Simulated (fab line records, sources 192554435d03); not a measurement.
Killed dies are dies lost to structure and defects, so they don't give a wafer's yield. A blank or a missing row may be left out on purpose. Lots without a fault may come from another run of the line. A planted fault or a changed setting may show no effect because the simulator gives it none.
fab line records | flow n5_finfet
record lots=7 wafers=20 last_day=21
route steps=1938 shown BEOL_M4@1027
lots that met no fault: from a run of the same line without faults
start_h: hours from the record's first day to the start of the lot's first wafer shown | wait_h: hours since the lot's step before | " the same as in the row above | L1.1+2: a row that stands for several wafers | - no value, or no start given | * or withheld: withheld | < > ~ a bound
route shown NAME@n: a module of which the file shows steps, and the number in the route of the first | usual: mean/standard deviation of fault-free wafers | same: alike in all rows | chamber/n: place in a boat | sites: the reading at each site | _std_site: their standard deviation | _edge_site: outer sites' mean less inner sites' | radius_mm: how far each site lies from the wafer's centre | mask NAME#n: copy n | behind: the tool/chamber that last shaped the wafer | hold: why the lot was held/for how many hours/how that ended | device: the transistor (n, p or np) that didn't switch | end of line: the same wafers' tests at the end of the route | a step without rows: its recipe alone | killed: dies lost to structure and defects at the first sort, not the wafer's yield | map: a wafer's dies, x killed, . not, _ none there
set.NAME: the setting as run; set.NAME@STEP: as run at that earlier step | model.NAME: the simulator's own value behind a step, which no gauge read
lots at some steps of the route; a table a step, a row a wafer
services: from which hour (start_h, from the record's first day; less than 0 if before it) a tool's chamber was out of use, for how many hours, and why
## steps
# step N5_BEOL_M4_COAT_73
# recipe resist=underlayer temp_c=205 time_s=60 spin_rpm=1500 resist_thk_nm=5
# step N5_BEOL_M4_COAT_05
# recipe resist=CAR-EUV spin_rpm=1500 resist_thk_nm=30
# step N5_BEOL_M4_EBR_07
# recipe solvent=PGMEA ebr_width_mm=1.5
# step N5_BEOL_M4_SOFTBAKE_06
# recipe temp_c=110 time_s=60 resist=CAR-EUV
# step N5_BEOL_M4_EXPOSE_08
# recipe mask_id=M4 na=0.33 source_shape=dipole sigma_inner=0.369 sigma_outer=0.767 polarization=unpolarized dose_mj=41.25
# step N5_BEOL_M4_PEB_09
# recipe peb_temp_c=100 peb_time_s=60 resist=CAR-EUV
# step N5_BEOL_M4_DEVELOP_10
# recipe develop_time_s=30 developer=TMAH resist=CAR-EUV rinse_liquid=surfactant_rinse dry=air_spin dev_temp_c=23
# step N5_BEOL_M4_CD_MEAS_11
# recipe target_cd_nm=16.79 landing_energy_ev=500 detector=se_inlens polarity=opening
# usual cd_nm=17.0/0.33
# columns lot.wafer tool chamber start_h wait_h cd_nm
L897.1 cd_sem-03 0 222.79 - 16.9
L897.2 " 0 " " 16.4
L897.6 " 0 " " 17.3
L904.3 cd_sem-03 0 236.89 - 17.5
L904.4 " 0 " " 16.9
L904.5 " 0 " " 17.3
L906.3 cd_sem-01 0 251.13 - 17.4
L906.4 " 0 " " 17.1
L906.6 " 0 " " 17.4
L908.1 cd_sem-02 0 260.33 - 17.3
L908.4 " 0 " " 16.9
L908.5 " 0 " " 17.1
L907.2 cd_sem-03 0 267.08 - 16.5
L907.4 " 0 " " 16.6
L907.6 " 0 " " 16.6
L916.1 cd_sem-01 0 316.58 - 17.4
L916.4 " 0 " " 17.0
L919.2 cd_sem-01 0 348.43 - 16.7
L919.3 " 0 " " 17.0
L919.4 " 0 " " 16.1
# step N5_BEOL_M4_OVL_MEAS_12
# recipe points_per_wafer=522
# usual M4_OVL=-0.5/0.75
# columns lot.wafer tool chamber start_h wait_h M4_OVL[nm]
L897.1 overlay-02 0 222.82 0.0 0.0
L897.2 " 0 " " -0.6
L897.6 " 0 " " -0.6
L904.3 overlay-01 0 236.93 0.0 0.4
L904.4 " 0 " " 0.3
L904.5 " 0 " " 0.0
L906.3 overlay-02 0 251.17 0.0 0.2
L906.4 " 0 " " -1.3
L906.6 " 0 " " -1.1
L908.1 overlay-02 0 260.36 0.0 -0.2
L908.4 " 0 " " 0.0
L908.5 " 0 " " -1.1
L907.2 overlay-01 0 267.11 0.0 0.4
L907.4 " 0 " " -0.2
L907.6 " 0 " " -0.9
L916.1 overlay-02 0 316.61 0.0 -0.7
L916.4 " 0 " " -2.0
L919.2 overlay-02 0 348.46 0.0 -1.2
L919.3 " 0 " " -1.4
L919.4 " 0 " " -0.9
# step N5_BEOL_M4_INSPECT_13
# recipe mode=adi inspect_instrument=brightfield
# usual raw_defect_count=412/98
# columns lot.wafer tool chamber start_h wait_h raw_defect_count
L897.1 defect_inspect-01 - 222.88 0.1 477
L897.2 " - " " 384
L897.6 " - " " 406
L904.3 defect_inspect-01 - 236.98 0.0 628
L904.4 " - " " 306
L904.5 " - " " 386
L906.3 defect_inspect-01 - 251.22 0.0 473
L906.4 " - " " 432
L906.6 " - " " 427
L908.1 defect_inspect-01 - 260.42 0.1 223
L908.4 " - " " 386
L908.5 " - " " 348
L907.2 defect_inspect-02 - 267.18 0.1 341
L907.4 " - " " 346
L907.6 " - " " 338
L916.1 defect_inspect-01 - 316.67 0.1 588
L916.4 " - " " 488
L919.2 defect_inspect-02 - 348.52 0.0 391
L919.3 " - " " 329
L919.4 " - " " 326
# step N5_BEOL_M4_DESCUM_16
# recipe chemistry=O2 time_s=7 source_power_w=50 bias_power_w=20 pressure_mtorr=20 rf_frequency_hz=2.712e+07 temp_c=40 resist=CAR-EUV o2_flow_sccm=225
# usual drypump_motor_current_A=5.9/0.41 oes_product_au=0.79/0.081 rf_fwd_power_W=49.27/0.27 rf_vpp_V=243.7/1.2 showerhead_plenum_p_Torr=2.13/0.067 throttle_valve_pct=20.34/0.18
# columns lot.wafer tool chamber start_h wait_h drypump_motor_current_A oes_product_au rf_fwd_power_W rf_hours_counter_h rf_vpp_V showerhead_plenum_p_Torr throttle_valve_pct
L897.1 rie_diel-05 2 222.92 0.0 5.8 0.84 49.34 62 243.9 2.10 20.08
L897.2 " 0 " " 5.7 0.79 49.19 76 244.4 2.21 20.11
L897.6 " 1 " " 6.2 0.90 49.46 - 244.3 2.22 20.56
L904.3 rie_diel-05 1 237.02 0.0 6.2 0.90 49.09 39 244.8 2.22 20.57
L904.4 " 2 " " 5.8 0.84 49.20 68 242.8 2.10 20.08
L904.5 " 1 " " 6.2 0.89 49.31 - 244.4 2.22 20.58
L906.3 rie_diel-01 2 251.25 0.0 5.5 0.72 49.15 208 243.0 2.06 20.17
L906.4 " 0 " " 6.2 0.79 49.75 107 244.5 2.19 20.32
L906.6 " 2 " " 5.5 0.72 49.14 - 242.7 2.06 20.15
L908.1 rie_diel-05 2 260.45 0.0 5.7 0.82 49.22 77 242.9 2.09 20.11
L908.4 " 2 " " 5.7 0.83 49.01 - 244.0 2.09 20.11
L908.5 " 1 " " 6.2 0.88 49.33 - 245.5 2.22 20.59
L907.2 rie_diel-04 0 267.21 0.0 5.1 0.92 49.13 14 243.6 2.05 20.33
L907.4 " 0 " " 5.1 0.92 49.18 - 242.4 2.05 20.34
L907.6 " 3 " " 5.7 0.67 49.23 - 245.0 2.13 20.55
L916.1 rie_diel-01 3 316.77 0.1 6.4 0.71 49.00 226 241.1 2.08 20.29
L916.4 " 0 " " 6.2 0.77 49.48 134 244.7 2.18 20.36
L919.2 rie_diel-01 3 348.58 0.1 6.4 0.69 49.03 238 242.9 2.07 20.33
L919.3 " 2 " " 5.6 0.69 49.25 248 243.4 2.05 20.24
L919.4 " 0 " " 6.2 0.76 49.65 145 242.9 2.18 20.39
# step N5_BEOL_M4_ETCH_74
# recipe chemistry=N2/H2 target=underlayer target_depth_a=65 mask_material=CAR-EUV time_s=5.2 ion_energy_ev=200 pressure_mtorr=30 source_w=840 bias_w=150 n2_flow_sccm=200 h2_flow_sccm=200 ends=cleared
# usual bias_w=150.0/0.4 chamber_pressure_mTorr=30.00/0.041 drypump_motor_current_A=5.9/0.41 etch_rf_on_time_s=5.18/0.14 oes_product_au=0.67/0.068 rf_fwd_power_W=819.1/2.4 rf_vpp_V=525.1/2.4 showerhead_plenum_p_Torr=2.59/0.08 throttle_valve_pct=17.82/0.22
# columns lot.wafer tool chamber start_h wait_h bias_w chamber_pressure_mTorr drypump_motor_current_A etch_rf_on_time_s oes_product_au rf_fwd_power_W rf_hours_counter_h rf_vpp_V showerhead_plenum_p_Torr throttle_valve_pct
L897.1 rie_diel-05 2 222.95 0.0 149.7 30.01 5.8 5.34 0.71 817.9 62 525.3 2.59 17.75
L897.2 " 0 " " 150.0 29.95 5.7 5.03 0.70 819.1 76 527.8 2.66 17.36
L897.6 " 1 " " 149.8 29.98 6.2 5.02 0.76 819.8 - 527.5 2.72 18.13
L904.3 rie_diel-05 1 237.05 0.0 149.3 30.06 6.2 5.09 0.76 815.7 39 527.3 2.71 18.12
L904.4 " 2 " " 150.1 30.03 5.7 5.41 0.71 816.1 68 525.3 2.58 17.77
L904.5 " 1 " " 149.6 30.01 6.2 5.09 0.75 817.8 - 527.4 2.71 18.12
L906.3 rie_diel-01 2 251.29 0.0 150.1 30.00 5.5 5.12 0.61 823.6 208 522.5 2.53 17.81
L906.4 " 0 " " 150.5 29.98 6.2 5.24 0.68 822.8 107 526.6 2.70 18.07
L906.6 " 2 " " 150.2 30.00 5.5 5.06 0.61 823.7 - 523.4 2.53 17.81
L908.1 rie_diel-05 2 260.49 0.0 149.9 29.97 5.8 5.32 0.70 817.9 77 526.3 2.58 17.79
L908.4 " 2 " " 149.9 29.98 5.8 5.44 0.69 816.4 - 523.1 2.58 17.79
L908.5 " 1 " " 150.2 30.00 6.2 4.98 0.76 822.3 - 528.6 2.71 18.14
L907.2 rie_diel-04 0 267.25 0.0 150.2 29.97 5.1 5.16 0.78 815.6 14 522.5 2.50 17.80
L907.4 " 0 " " 150.1 30.02 5.1 5.16 0.79 818.6 - 523.5 2.50 17.79
L907.6 " 3 " " 148.9 29.97 5.7 5.02 0.58 817.6 - 524.1 2.60 18.03
L916.1 rie_diel-01 3 316.80 0.0 150.0 29.98 6.5 5.44 0.58 817.3 226 523.1 2.51 17.71
L916.4 " 0 " " 149.8 30.01 6.2 5.22 0.65 819.3 134 524.5 2.69 18.13
L919.2 rie_diel-01 3 348.62 0.0 150.5 29.96 6.5 5.50 0.58 822.6 238 522.1 2.50 17.72
L919.3 " 2 " " 150.1 29.96 5.5 5.10 0.59 817.3 248 521.3 2.51 17.87
L919.4 " 0 " " 149.4 29.99 6.2 5.28 0.65 820.1 145 527.8 2.69 18.13
# step N5_BEOL_M4_ETCH_63
# recipe chemistry=CF4 target=SiARC target_depth_a=156 mask_material=CAR-EUV time_s=26 ion_energy_ev=80 pressure_mtorr=40 source_w=545 bias_w=36 Ar_flow_sccm=100 cf4_flow_sccm=100 ends=cleared
# usual bias_w=36.01/0.094 cf4_flow_sccm=99.99/0.29 drypump_motor_current_A=5.9/0.41 etch_rf_on_time_s=26.0/0.73 mfc_ar_sccm=100.04/0.28 oes_product_au=0.67/0.069 rf_fwd_power_W=532.0/2 rf_vpp_V=184.4/1.1 showerhead_plenum_p_Torr=2.17/0.062 throttle_valve_pct=15.53/0.13
# columns lot.wafer tool chamber start_h wait_h bias_w cf4_flow_sccm drypump_motor_current_A etch_rf_on_time_s mfc_ar_sccm oes_product_au rf_fwd_power_W rf_hours_counter_h rf_vpp_V showerhead_plenum_p_Torr throttle_valve_pct model.CAR-EUV_of_BEOL_M4_COAT_05.thk_nm
L897.1 rie_diel-05 2 222.97 0.0 35.90 99.74 5.7 27.0 100.43 0.71 534.6 62 183.5 2.17 15.44 11.2
L897.2 " 0 " " 36.02 100.05 5.7 25.4 100.71 0.69 532.8 76 187.3 2.24 15.29 11
L897.6 " 1 " " 35.92 100.66 6.2 25.8 99.71 0.76 529.6 - 187.2 2.27 15.62 11.4
L904.3 rie_diel-05 1 237.07 0.0 36.10 99.93 6.2 25.5 100.04 0.76 530.1 39 184.8 2.27 15.62 11.4
L904.4 " 2 " " 36.04 100.30 5.8 26.5 99.79 0.71 531.8 68 184.5 2.17 15.46 11.2
L904.5 " 1 " " 36.04 100.09 6.2 25.5 99.75 0.75 530.9 - 186.4 2.27 15.63 11.2
L906.3 rie_diel-01 2 251.31 0.0 - - - - - - - - - - - 20.4
L906.4 " 0 " " - - - - - - - - - - - 20.4
L906.6 " 2 " " - - - - - - - - - - - 20.6
L908.1 rie_diel-05 2 260.50 0.0 - - - - - - - - - - - 20.4
L908.4 " 2 " " - - - - - - - - - - - 20.4
L908.5 " 1 " " - - - - - - - - - - - 20.6
L907.2 rie_diel-04 0 267.26 0.0 - - - - - - - - - - - 20.4
L907.4 " 0 " " - - - - - - - - - - - 20.2
L907.6 " 3 " " - - - - - - - - - - - 20.4
L916.1 rie_diel-01 3 316.82 0.0 35.98 99.97 6.4 27.8 100.32 0.58 531.6 226 183.6 2.11 15.50 11.2
L916.4 " 0 " " 36.06 100.34 6.2 26.3 99.99 0.65 530.7 134 184.0 2.24 15.60 11.2
L919.2 rie_diel-01 3 348.64 0.0 35.81 99.81 6.4 27.6 100.11 0.58 531.0 238 183.3 2.10 15.52 11.2
L919.3 " 2 " " 36.06 100.06 5.5 25.7 99.57 0.59 528.0 248 183.9 2.11 15.66 11.2
L919.4 " 0 " " 36.15 99.93 6.2 26.2 100.36 0.65 534.7 145 184.7 2.23 15.61 11
# step N5_BEOL_M4_ETCH_64
# recipe chemistry=N2/H2 target=SOC target_depth_a=750 overetch_a=225 mask_material=SiARC temp_c=40 time_s=121.9 ion_energy_ev=200 pressure_mtorr=30 source_w=840 bias_w=150 n2_flow_sccm=200 h2_flow_sccm=200
# usual bias_w=150.0/0.47 chamber_pressure_mTorr=30.002/0.027 drypump_motor_current_A=5.9/0.41 oes_product_au=0.60/0.058 rf_fwd_power_W=836.8/2.7 rf_vpp_V=525.0/2.2 showerhead_plenum_p_Torr=2.59/0.08 throttle_valve_pct=17.77/0.22
# columns lot.wafer tool chamber start_h wait_h bias_w chamber_pressure_mTorr drypump_motor_current_A oes_product_au rf_fwd_power_W rf_hours_counter_h rf_vpp_V showerhead_plenum_p_Torr throttle_valve_pct
L897.1 rie_diel-05 2 223.00 0.0 150.2 29.968 5.7 0.64 838.6 62 525.5 2.59 17.72
L897.2 " 0 " " 150.3 29.984 5.7 0.61 838.6 76 528.5 2.66 17.30
L897.6 " 1 " " 150.0 29.972 6.2 0.66 836.8 - 528.9 2.72 18.06
L904.3 rie_diel-05 1 237.10 0.0 150.2 29.964 6.2 0.66 836.7 39 528.9 2.71 18.07
L904.4 " 2 " " 149.9 29.995 5.8 0.64 833.4 68 523.6 2.58 17.72
L904.5 " 1 " " 150.3 30.019 6.2 0.66 837.3 - 528.3 2.71 18.08
L906.3 rie_diel-01 2 251.33 0.0 150.4 29.983 5.6 0.27 833.7 208 524.4 2.53 17.71
L906.4 " 0 " " 149.0 30.005 6.2 0.29 841.2 107 529.4 2.70 18.00
L906.6 " 2 " " 150.4 30.008 5.5 0.27 836.0 - 524.4 2.53 17.70
L908.1 rie_diel-05 2 260.53 0.0 150.3 29.983 5.8 0.32 837.5 77 523.4 2.58 17.68
L908.4 " 2 " " 150.3 29.990 5.7 0.31 838.4 - 525.4 2.58 17.69
L908.5 " 1 " " 149.7 30.015 6.2 0.33 839.0 - 527.6 2.71 18.04
L907.2 rie_diel-04 0 267.29 0.0 150.2 30.031 5.1 0.35 838.0 14 522.4 2.50 17.71
L907.4 " 0 " " 148.8 30.033 5.1 0.34 837.0 - 522.3 2.50 17.70
L907.6 " 3 " " 150.4 30.016 5.6 0.26 837.4 - 525.0 2.60 17.94
L916.1 rie_diel-01 3 316.85 0.0 150.2 30.044 6.4 0.54 831.0 226 524.2 2.51 17.67
L916.4 " 0 " " 150.1 29.988 6.2 0.59 835.4 134 526.4 2.69 18.08
L919.2 rie_diel-01 3 348.66 0.0 149.2 29.996 6.5 0.53 831.2 238 522.3 2.50 17.71
L919.3 " 2 " " 150.6 29.988 5.6 0.52 835.8 248 522.4 2.51 17.81
L919.4 " 0 " " 150.8 29.989 6.2 0.57 837.3 145 526.6 2.69 18.11
# step N5_BEOL_M4_STRIP_65
# recipe chemistry=N2/H2 temp_c=40 n2_flow_sccm=200 h2_flow_sccm=200 rf_frequency_hz=6e+07
# step N5_BEOL_M4_STRIP_75
# recipe chemistry=N2/H2 temp_c=40 n2_flow_sccm=200 h2_flow_sccm=200 rf_frequency_hz=6e+07
# step N5_BEOL_M4_STRIP_66
# recipe chemistry=CF4 resist=SiARC power_w=300 bias_power_w=75 pressure_mtorr=50 cf4_flow_sccm=150 rf_frequency_hz=6e+07
# usual drypump_motor_current_A=5.9/0.41 oes_product_au=0.78/0.076 power_w=300.1/0.9 rf_fwd_power_W=292.6/0.84 rf_vpp_V=271.8/1.3 showerhead_plenum_p_Torr=1.82/0.045 throttle_valve_pct=13.52/0.15
# columns lot.wafer tool chamber start_h wait_h drypump_motor_current_A oes_product_au power_w rf_fwd_power_W rf_hours_counter_h rf_vpp_V showerhead_plenum_p_Torr throttle_valve_pct
L897.1 rie_diel-05 2 223.13 0.0 5.8 0.83 300.7 290.5 62 271.8 1.83 13.45
L897.2 " 0 " " 5.7 0.80 300.8 291.1 76 272.4 1.87 13.22
L897.6 " 1 " " 6.2 0.87 301.3 293.5 - 274.1 1.91 13.54
L904.3 rie_diel-05 1 237.23 0.0 6.2 0.86 300.3 292.4 39 271.8 1.91 13.59
L904.4 " 2 " " 5.8 0.83 301.3 292.6 68 271.1 1.83 13.47
L904.5 " 1 " " 6.2 0.87 299.0 293.1 - 272.4 1.91 13.57
L906.3 rie_diel-01 2 251.47 0.0 5.5 0.71 301.4 293.3 208 271.3 1.77 13.57
L906.4 " 0 " " 6.2 0.79 299.5 292.8 107 273.7 1.86 13.45
L906.6 " 2 " " 5.5 0.70 300.7 292.9 - 270.2 1.77 13.58
L908.1 rie_diel-05 2 260.66 0.0 5.7 0.82 300.2 293.2 77 271.1 1.83 13.49
L908.4 " 2 " " 5.7 0.82 300.7 292.2 - 271.5 1.83 13.48
L908.5 " 1 " " 6.2 0.85 300.1 292.5 - 273.3 1.90 13.60
L907.2 rie_diel-04 0 267.42 0.0 5.1 0.91 300.2 293.9 15 270.5 1.77 13.47
L907.4 " 0 " " 5.1 0.92 300.8 293.0 - 270.7 1.77 13.47
L907.6 " 3 " " 5.7 0.67 300.0 291.6 - 270.6 1.83 13.86
L916.1 rie_diel-01 3 316.98 0.0 6.4 0.70 299.8 292.5 226 271.9 1.77 13.55
L916.4 " 0 " " 6.2 0.77 300.2 291.4 134 273.0 1.86 13.50
L919.2 rie_diel-01 3 348.80 0.0 6.4 0.68 299.7 292.0 238 271.8 1.76 13.58
L919.3 " 2 " " 5.5 0.68 300.1 291.8 248 270.5 1.76 13.69
L919.4 " 0 " " 6.2 0.76 300.5 291.8 145 273.0 1.85 13.50
# step N5_BEOL_M4_HM_OPEN_17
# recipe chemistry=Cl2/BCl3 target_depth_a=200 overetch_a=60 target=TiN mask_material=SOC ion_energy_ev=150 pressure_mtorr=10 icp_w=1000 bias_w=126 Cl2_flow_sccm=53.25 bcl3_flow_sccm=21.75 Ar_flow_sccm=25
# usual drypump_motor_current_A=6.0/0.44 mfc_ar_sccm=24.99/0.076 oes_product_au=0.65/0.067 rf_fwd_power_W=994.3/2.9 throttle_valve_pct=21.9/0.34
# columns lot.wafer tool chamber start_h wait_h drypump_motor_current_A mfc_ar_sccm oes_product_au rf_fwd_power_W rf_hours_counter_h throttle_valve_pct
L897.1 rie_metal-01 1 223.17 0.0 6.3 24.91 0.61 993.2 80 22.0
L897.2 " 0 " " 6.4 24.93 0.69 997.5 31 21.5
L897.6 " 1 " " 6.3 24.99 0.60 992.7 - 22.0
L904.3 rie_metal-01 0 237.31 0.1 6.4 25.07 0.68 992.1 - 21.5
L904.4 " 1 " " 6.3 24.98 0.60 994.9 - 22.0
L904.5 " 1 " " 6.3 25.01 0.60 993.8 - 22.0
L906.3 rie_metal-02 1 251.61 0.1 5.4 25.06 0.26 992.5 - 23.1
L906.4 " 0 " " 5.4 25.11 0.29 998.1 - 22.7
L906.6 " 0 " " 5.4 24.94 0.29 998.5 - 22.7
L908.1 rie_metal-02 0 260.71 0.0 5.4 25.01 0.28 997.5 47 22.7
L908.4 " 1 " " 5.5 24.91 0.26 990.8 - 23.1
L908.5 " 0 " " 5.4 25.00 0.29 997.2 - 22.7
L907.2 rie_metal-02 0 267.46 0.0 5.4 24.98 0.29 993.6 48 22.8
L907.4 " 0 " " 5.4 24.88 0.29 995.4 - 22.7
L907.6 " 1 " " 5.5 24.94 0.25 994.5 - 23.1
L916.1 rie_metal-01 0 317.02 0.0 6.4 24.95 0.65 998.8 43 21.5
L916.4 " 0 " " 6.4 25.00 0.65 993.0 - 21.5
L919.2 rie_metal-01 0 348.84 0.0 6.4 24.99 0.66 989.9 47 21.5
L919.3 " 1 " " 6.3 24.99 0.59 989.9 - 22.0
L919.4 " 0 " " 6.4 24.99 0.66 995.0 - 21.5
# step N5_BEOL_M4_STRIP_19
# recipe chemistry=O2 power_w=400 temp_c=40 pressure_mtorr=30 rf_frequency_hz=6e+07 bias_power_w=0 overash_fraction=0.2 o2_flow_sccm=225
# usual drypump_motor_current_A=5.9/0.39 oes_product_au=0.79/0.084 rf_vpp_V=3.7/0.51 showerhead_plenum_p_Torr=2.12/0.061 throttle_valve_pct=16.60/0.14
# columns lot.wafer tool chamber start_h wait_h drypump_motor_current_A oes_product_au rf_hours_counter_h rf_vpp_V showerhead_plenum_p_Torr throttle_valve_pct
L897.1 rie_diel-04 3 223.45 0.2 5.6 0.69 260 4.5 2.15 16.81
L897.2 " 2 " " 5.7 0.77 118 4.5 2.08 16.42
L897.6 " 3 " " 5.6 0.68 - 4.2 2.15 16.82
L904.3 rie_diel-04 3 237.40 0.1 5.6 0.67 269 4.0 2.14 16.83
L904.4 " 0 " " 5.1 0.98 - 3.8 2.06 16.51
L904.5 " 3 " " 5.6 0.68 - 3.8 2.14 16.86
L906.3 rie_diel-04 2 251.69 0.1 5.7 0.76 133 3.4 2.07 16.44
L906.4 " 3 " " 5.6 0.67 - 4.2 2.14 16.85
L906.6 " 0 " " 5.1 0.94 - 4.2 2.06 16.53
L908.1 rie_diel-05 3 260.82 0.1 6.8 0.84 54 3.9 2.25 16.61
L908.4 " 2 " " 5.7 0.82 - 4.7 2.10 16.38
L908.5 " 1 " " 6.2 0.88 - 3.8 2.22 16.74
L907.2 rie_diel-05 0 267.92 0.4 5.7 0.78 88 2.8 2.21 16.40
L907.4 " 2 " " 5.7 0.81 80 3.8 2.09 16.37
L907.6 " 1 " " 6.2 0.87 - 3.2 2.22 16.74
L916.1 rie_diel-01 0 317.13 0.1 6.2 0.76 134 3.8 2.19 16.62
L916.4 " 3 " " 6.4 0.70 226 4.8 2.08 16.63
L919.2 rie_diel-01 2 348.95 0.1 5.5 0.69 248 3.5 2.05 16.60
L919.3 " 0 " " 6.2 0.76 145 4.1 2.18 16.64
L919.4 " 1 " " 5.9 0.89 35 3.2 2.07 16.70
# step N5_BEOL_M4_CD_MEAS_18
# recipe pitch_nm=36 target_cd_nm=18
# usual cd_nm=17.9/0.54
# columns lot.wafer tool chamber start_h wait_h cd_nm
L897.1 cd_sem-02 - 223.54 0.1 16.8
L897.2 " - " " 17.6
L897.6 " - " " 17.9
L904.3 cd_sem-03 - 237.47 0.1 18.5
L904.4 " - " " 18.0
L904.5 " - " " 18.3
L906.3 cd_sem-03 - 251.76 0.1 -
L906.4 " - " " -
L906.6 " - " " -
L908.1 cd_sem-02 - 260.89 0.0 -
L908.4 " - " " -
L908.5 " - " " -
L907.2 cd_sem-03 - 267.99 0.1 -
L907.4 " - " " -
L907.6 " - " " -
L916.1 cd_sem-02 - 317.20 0.0 17.2
L916.4 " - " " 17.3
L919.2 cd_sem-01 - 349.02 0.1 16.9
L919.3 " - " " 17.8
L919.4 " - " " 17.3
# step N5_BEOL_M4_COAT_67
# recipe resist=SOC temp_c=250 time_s=60 spin_rpm=1500 resist_thk_nm=60
# step N5_BEOL_M4_RC_MEAS_101
# usual DIBL_N=37.7/2 DIBL_P=37.7/2.3 IOFF_N=0.18/0.039 IOFF_P=0.23/0.042 ION_N=681/12 ION_P=463/8 SS_N=71.9/0.68 SS_P=73.6/0.71 VT_N=248/3.2 VT_P=-249/3.1
# columns lot.wafer tool chamber start_h wait_h DIBL_N[mV/V] DIBL_P[mV/V] IOFF_N[nA/um] IOFF_P[nA/um] ION_N[uA/um] ION_P[uA/um] SS_N[mV/dec] SS_P[mV/dec] VT_N[mV] VT_P[mV]
L897.1 prober-01 0 270.98 0.0 40.1 41.4 0.26 0.37 700 488 72.4 74.8 242 -240
L897.2 " 0 " " 40.0 41.2 0.26 0.35 701 481 72.5 74.1 243 -240
L897.6 " 0 " " 37.4 38.0 0.18 0.27 677 467 71.3 73.6 247 -244
L904.3 prober-01 0 298.88 0.3 39.3 38.7 0.21 0.23 677 460 72.5 73.9 244 -252
L904.4 " 0 " " 37.5 38.0 0.18 0.21 678 464 72.2 73.0 248 -252
L904.5 " 0 " " 41.3 42.4 0.25 0.28 678 454 73.0 74.6 245 -249
L916.1 prober-01 0 377.85 0.0 34.1 34.3 0.12 0.17 674 463 69.5 72.7 253 -252
L916.4 " 0 " " 36.4 36.9 0.15 0.21 679 468 70.9 73.4 252 -251
L919.2 prober-02 0 389.25 0.2 33.0 31.6 0.11 0.16 654 450 70.5 72.0 255 -252
L919.3 " 0 " " 36.0 36.1 0.16 0.22 661 457 71.9 74.1 248 -250
L919.4 " 0 " " 35.5 35.9 0.17 0.21 680 470 71.7 72.5 249 -246
## services
# columns tool chamber start_h hours kind
rie_diel-04 0 198.98 - clean
rie_diel-04 0 198.98 - consumable_replace:focus_ring
rie_diel-04 0 198.98 36.9 scheduled_down
rie_diel-04 0 198.98 36.9 vent_cycle
rie_diel-04 1 200.64 69.6 repair
rie_diel-04 3 203.83 8.1 repair
rie_diel-01 - 214.57 2.8 pm
rie_diel-01 1 219.36 - clean
rie_diel-01 1 219.36 - consumable_replace:focus_ring
rie_diel-01 1 219.36 21.5 scheduled_down
rie_diel-01 1 219.36 21.5 vent_cycle
rie_diel-05 0 250.34 11.5 repair
rie_diel-05 0 265.71 1.2 repair
rie_diel-04 3 270.29 - clean
rie_diel-04 3 270.29 - consumable_replace:focus_ring
rie_diel-04 3 270.29 19.2 scheduled_down
rie_diel-04 3 270.29 19.2 vent_cycle
rie_diel-01 1 271.01 14.9 repair
rie_diel-04 - 287.48 28.1 pm
rie_diel-01 1 310.36 2.1 repair
rie_metal-02 1 336.31 18.0 repair
rie_diel-04 2 339.41 7.8 repair
## key
first_sign step=N5_BEOL_M4_ETCH_63 reading=tool_record direction=missing
effect step=N5_BEOL_M4_ETCH_64 reading=oes_product_au direction=down sigmas=5 usual=0.60 struck=0.30
effect step=N5_BEOL_M4_HM_OPEN_17 reading=oes_product_au direction=down sigmas=5.6 usual=0.65 struck=0.28
effect step=N5_BEOL_M4_CD_MEAS_18 reading=cd_nm direction=missing
model_effect step=N5_BEOL_M4_ETCH_63 value=CAR-EUV_of_BEOL_M4_COAT_05.thk_nm without=11.2 struck=20.42
met_at N5_BEOL_M4_ETCH_63
struck_wafers L906.3,L906.4,L906.6,L907.2,L907.4,L907.6,L908.1,L908.4,L908.5
later_rows_left_out L906.3,L906.4,L906.6,L907.2,L907.4,L907.6,L908.1,L908.4,L908.5
sort_left_out L906.3,L906.4,L906.6,L907.2,L907.4,L907.6,L908.1,L908.4,L908.5
onset_between 237.07 251.31
fault kind=skipped_step_whole tool=rie_diel-01,rie_diel-04,rie_diel-05 chamber=- onset_h=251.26 steps=N5_BEOL_M4_ETCH_63 scope=struck_lots_only
# sort_left_out: the simulated sort isn't trusted on such a fault, so these wafers' sort isn't shown, and their yield isn't known
# later_rows_left_out: the simulator's readings of these wafers behind a module that went badly wrong aren't trusted and aren't shown, but for the sort
